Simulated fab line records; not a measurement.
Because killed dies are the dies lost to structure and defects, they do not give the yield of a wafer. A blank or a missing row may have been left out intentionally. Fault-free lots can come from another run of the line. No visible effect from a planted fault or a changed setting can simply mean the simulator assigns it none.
Chamber matching    flow n5_finfet    N5_FIN_SAQP_ALD_61 on ald_sin-04: 4 sister chambers
The step deposits SiO2, target thk 4 nm, pulse time 1 s, purge time 2 s. 8 wafers are shown with their chamber, then 8 later ones without.

WAFERS WITH THEIR CHAMBER
wafer   chamber  heater_power_w (W)  chamber_pressure_Torr (Torr)
L075.6  3        509                 2.001
L077.3  1        453                 1.998
L079.4  0        475                 2.002
L079.6  2        432                 1.989
L083.1  1        454                 2.003
L083.3  2        429                 1.995
L083.6  3        498                 1.996
L088.1  0        458                 1.991

WAFERS WHOSE CHAMBER IS MISSING
wafer   heater_power_w (W)  chamber_pressure_Torr (Torr)
L088.2  463                 1.999
L088.3  426                 2.000
L092.2  462                 2.000
L092.4  506                 2.002
L092.6  435                 2.006
L095.3  426                 2.001
L095.5  469                 1.999
L095.6  458                 2.003

WHICH CHAMBER EACH ONE RAN IN
wafer   from the rows above           in truth
L088.2  can't be placed: 0 or 1       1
L088.3  2                             2
L092.2  can't be placed: 0 or 1       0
L092.4  3                             3
L092.6  can't be placed: 1 or 2 or 0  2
L095.3  can't be placed: 2 or 1       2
L095.5  can't be placed: 0 or 1       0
L095.6  can't be placed: 1 or 0       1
Correct placement for 2 of the 8. Can't be placed from these rows: 6 (the true chamber is among the candidates in 6). Number placed wrongly: 0.
How it was worked out, from the rows above alone: a wafer's distance from a chamber is the root of the sum, over the readings, of the square of ((its reading less the chamber's mean) divided by the reading's scatter). If the next closest chamber is less than 2 further off than the closest, the wafer can't be placed; otherwise it belongs to the closest. For every chamber, the mean is computed from those of its wafers that are shown. The scatter: take each reading less its chamber's mean, square it, sum over the shown wafers, divide by the number of wafers less the number of chambers, and take the root.
